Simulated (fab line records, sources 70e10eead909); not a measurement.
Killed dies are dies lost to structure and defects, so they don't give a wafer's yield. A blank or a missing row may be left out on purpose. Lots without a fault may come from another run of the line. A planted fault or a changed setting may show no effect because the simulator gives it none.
Chamber matching | flow nand_harc | NHARC_A_STAIRCASE_TRIM_12 on rie_diel-05: 4 sister chambers
The step chemistry O2, time 211.2 s. 4 wafers are shown with their chamber, then 6 later ones without.

WAFERS WITH THEIR CHAMBER
wafer  | chamber | showerhead_plenum_p_Torr (Torr)
L087.2 | 1       | 3.36
L087.5 | 2       | 3.67
L089.4 | 3       | 3.39
L089.6 | 0       | 3.44

WAFERS WITHOUT THEIR CHAMBER
wafer  | showerhead_plenum_p_Torr (Torr)
L095.1 | 3.66
L095.2 | 3.44
L095.6 | 3.39
L094.2 | 3.66
L094.3 | 3.39
L094.4 | 3.36

WHICH CHAMBER EACH WENT THROUGH
wafer  | from the rows above | in truth
L095.1 | 2                   | 2
L095.2 | 0                   | 0
L095.6 | 3                   | 3
L094.2 | 2                   | 2
L094.3 | 3                   | 3
L094.4 | 1                   | 1
Placed correctly: 6 of 6. Can't be placed from these rows: 0. Placed wrongly: 0.
How it was worked out, from the rows above alone: a wafer's distance from a chamber is the root of the sum, over the readings, of the square of ((its reading less the chamber's mean) divided by the reading's scatter). The wafer belongs to the nearest chamber; if the next one is less than 2 further off, it can't be placed. A chamber's mean is the mean of its shown wafers. The scatter: with one shown wafer a chamber, the root of the mean of the squares of how far each hidden wafer lies from its nearest shown one.
